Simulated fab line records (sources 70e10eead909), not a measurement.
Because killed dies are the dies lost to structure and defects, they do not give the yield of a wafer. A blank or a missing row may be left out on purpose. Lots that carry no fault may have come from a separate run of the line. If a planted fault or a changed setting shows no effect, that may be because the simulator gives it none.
The tool behind it: which one? | flow nand-harc | 36 wafers from 12 lots sampled at 6 of the route's 1302 steps

WHAT THE GAUGES SHOWED, per wafer
NHARC_P_STI_OCD_MEAS_43.
lot  | measured     | on     | trench-depth-nm (nm) | trench-foot-cd-nm (nm)
L382 | day 2 23:23  | ocd-02 | 304 302 304          | 158.5 157.6 157.2
L383 | day 3 10:25  | ocd-01 | 307 305 307          | 156.1 156.1 156.4
L387 | day 4 23:49  | ocd-02 | 303 298 303          | 155.6 155.2 157.0
L388 | day 5 10:40  | ocd-02 | 299 304 306          | 158.4 155.3 155.5
L389 | day 5 18:39  | ocd-02 | 299 309 307          | 157.8 157.8 155.2
L391 | day 6 14:24  | ocd-01 | 294 297 296          | 158.3 159.1 158.6
L395 | day 8 06:44  | ocd-02 | 297 298 295          | 160.4 158.4 158.8
L397 | day 9 02:56  | ocd-02 | 297 296 296          | 157.5 159.5 160.2
L398 | day 9 14:28  | ocd-01 | 302 304 303          | 158.5 157.1 157.2
L403 | day 11 17:09 | ocd-02 | 301 302 299          | 160.3 159.3 159.1
L404 | day 12 01:44 | ocd-01 | 300 305 301          | 156.8 156.2 158.8
L405 | day 12 09:55 | ocd-02 | 300 299 300          | 159.5 160.0 160.1

NHARC_P_GATE_CD_MEAS_26: the cd target is 120 nm.
lot  | measured     | on        | cd-nm (nm)
L382 | day 5 02:02  | cd-sem-01 | 119.9 120.4 119.7
L383 | day 5 19:40  | cd-sem-03 | 120.8 120.1 119.6
L387 | day 7 05:08  | cd-sem-01 | 120.1 120.1 119.4
L388 | day 7 17:26  | cd-sem-02 | 120.4 120.6 120.8
L389 | day 7 22:28  | cd-sem-02 | 121.3 120.8 120.5
L391 | day 8 20:02  | cd-sem-02 | 118.8 118.8 118.8
L395 | day 10 11:31 | cd-sem-02 | 117.2 117.5 117.2
L397 | day 11 06:29 | cd-sem-01 | 117.7 117.8 116.8
L398 | day 11 23:17 | cd-sem-03 | 117.4 116.7 116.9
L403 | day 14 04:04 | cd-sem-01 | 119.0 118.4 118.9
L404 | day 14 09:02 | cd-sem-03 | 120.2 120.2 120.2
L405 | day 14 15:10 | cd-sem-01 | 120.0 120.7 119.9

NHARC_P_GATE_OVL_MEAS_27.
lot  | measured     | on         | overlay-x-nm (nm) | overlay-y-nm (nm)
L382 | day 5 02:07  | overlay-02 | 0.4 0.8 0.4       | -0.1 0.1 0.2
L383 | day 5 19:45  | overlay-02 | -0.3 -0.3 -0.6    | -0.9 -0.7 -0.3
L387 | day 7 05:13  | overlay-02 | 0.6 0.8 0.9       | 1.2 1.3 0.9
L388 | day 7 17:31  | overlay-01 | -0.7 -0.5 -0.4    | -0.5 -0.8 -1.4
L389 | day 7 22:33  | overlay-01 | -0.2 -0.5 -0.6    | -1.3 -1.0 -0.7
L391 | day 8 20:08  | overlay-01 | 0.5 0.5 1.2       | 0.2 0.5 0.2
L395 | day 10 11:36 | overlay-02 | 0.6 0.7 0.5       | -0.2 -0.2 0.1
L397 | day 11 06:34 | overlay-02 | -0.2 -1.2 -1.1    | 0.0 0.3 0.7
L398 | day 11 23:23 | overlay-01 | 1.2 0.7 1.1       | 0.0 -0.2 -0.3
L403 | day 14 04:10 | overlay-01 | -1.1 -1.0 -0.5    | -1.2 -0.9 -1.2
L404 | day 14 09:07 | overlay-01 | 2.0 1.8 1.7       | -1.2 -0.7 -1.1
L405 | day 14 15:15 | overlay-01 | -0.2 -0.6 -1.0    | -1.9 -1.8 -1.0

NHARC_END_SORT_01.
lot  | measured     | on        | killed-at-array | killed-at-other | killed-at-periphery | killed-dies | killed-open | killed-short
L397 | day 31 01:32 | prober-01 | 65 66 55        | 2 0 2           | 2 2 5               | 69 68 62    | 2 1 3       | 1 4 2

WHICH TOOL RAN EACH LOT (tool, then ch and the chambers of the sampled wafers, then the start)
lot  | NHARC_P_GATE_PEB_24               | NHARC_P_GATE_ETCH_32
L382 | litho-track-01 ch 0, day 5 01:57  | rie-si-04 ch 2,3, day 5 02:40
L383 | litho-track-01 ch 0, day 5 19:35  | rie-si-06 ch 0,2,3, day 5 20:24
L387 | litho-track-01 ch 0, day 7 05:03  | rie-si-06 ch 0,2, day 7 05:47
L388 | litho-track-06 ch 0, day 7 17:21  | rie-si-02 ch 0,3, day 7 18:05
L389 | litho-track-04 ch 0, day 7 22:23  | rie-si-02 ch 1,3, day 7 23:48
L391 | litho-track-01 ch 0, day 8 19:58  | rie-si-02 ch 0,3, day 8 20:41
L395 | litho-track-01 ch 0, day 10 11:26 | rie-si-06 ch 0,1,2, day 10 12:10
L397 | litho-track-01 ch 0, day 11 06:24 | rie-si-02 ch 0,2,3, day 11 07:10
L398 | litho-track-01 ch 0, day 11 23:13 | rie-si-02 ch 0,2, day 11 23:57
L403 | litho-track-01 ch 0, day 14 03:59 | rie-si-06 ch 0,2,3, day 14 04:45
L404 | litho-track-04 ch 0, day 14 08:58 | rie-si-02 ch 2,3, day 14 09:42
L405 | litho-track-01 ch 0, day 14 15:05 | rie-si-02 ch 0,3, day 14 15:48
- NHARC_P_GATE_PEB_24: peb time 65 s.
- NHARC_P_GATE_ETCH_32: etches the open film in HBr/Cl2, target depth 150 nm, time 100.1 s.

WHAT THE TOOLS THEMSELVES READ (means of the sampled wafers that have a number; where no wafer has one, the mark that the record gives instead)
NHARC_P_GATE_ETCH_32.
lot  | tool      | chamber-pressure-mTorr (mTorr) | drypump-motor-current-A (A) | hbr-flow-sccm (sccm) | oes-product-au (a.u.) | rf-fwd-power-W (W) | throttle-valve-pct (%)
L382 | rie-si-04 | 14.994                         | 5.9                         | 150.7                | 0.998                 | 397.9              | 26.407
L383 | rie-si-06 | 15.000                         | 6.0                         | 150.6                | 1.002                 | 397.4              | 26.405
L387 | rie-si-06 | 15.005                         | 5.9                         | 150.0                | 1.006                 | 395.6              | 26.415
L388 | rie-si-02 | 14.993                         | 5.1                         | 150.1                | 0.994                 | 396.6              | 26.410
L389 | rie-si-02 | 14.993                         | 5.6                         | 150.2                | 0.991                 | 395.0              | 26.402
L391 | rie-si-02 | 14.991                         | 5.1                         | 149.8                | 1.002                 | 398.2              | 26.412
L395 | rie-si-06 | 15.002                         | 6.2                         | 150.1                | 1.005                 | 396.7              | 26.401
L397 | rie-si-02 | 14.989                         | 5.3                         | 150.1                | 0.998                 | 397.2              | 26.400
L398 | rie-si-02 | 14.998                         | 5.4                         | 150.0                | 1.001                 | 395.2              | 26.403
L403 | rie-si-06 | 15.008                         | 6.1                         | 149.6                | 1.011                 | 396.8              | 26.406
L404 | rie-si-02 | 14.999                         | 5.3                         | 150.2                | 0.995                 | 396.5              | 26.403
L405 | rie-si-02 | 14.992                         | 5.1                         | 149.7                | 0.995                 | 397.9              | 26.416

THE ANSWER, worked out from the rows above alone
Rule: the lots themselves supply what counts as usual. The widest of any qualifying gaps counts: lots, ordered by their means at a reading, are off when they make up no more than a third of the lots, leave a main group of 4 or more, and stand apart from it by 3 or more times the standard deviation of that group's means. Not used: any main group whose means are identical at the precision the tables above print for the reading. A lot without any number at a reading at which 4 lots or more have one is off too. All remaining lots with rows at the step are treated as sound. Order of review: gauges by route order, followed by the tools' own readings, for which a lot's mean as printed above is used. The first step at which some lot is off is used, and at that step the reading that is off furthest; a lot without a number counts as furthest.
Nothing can be told from this: no lot is off at any reading shown.

WHAT THE SIMULATOR HAD PUT IN
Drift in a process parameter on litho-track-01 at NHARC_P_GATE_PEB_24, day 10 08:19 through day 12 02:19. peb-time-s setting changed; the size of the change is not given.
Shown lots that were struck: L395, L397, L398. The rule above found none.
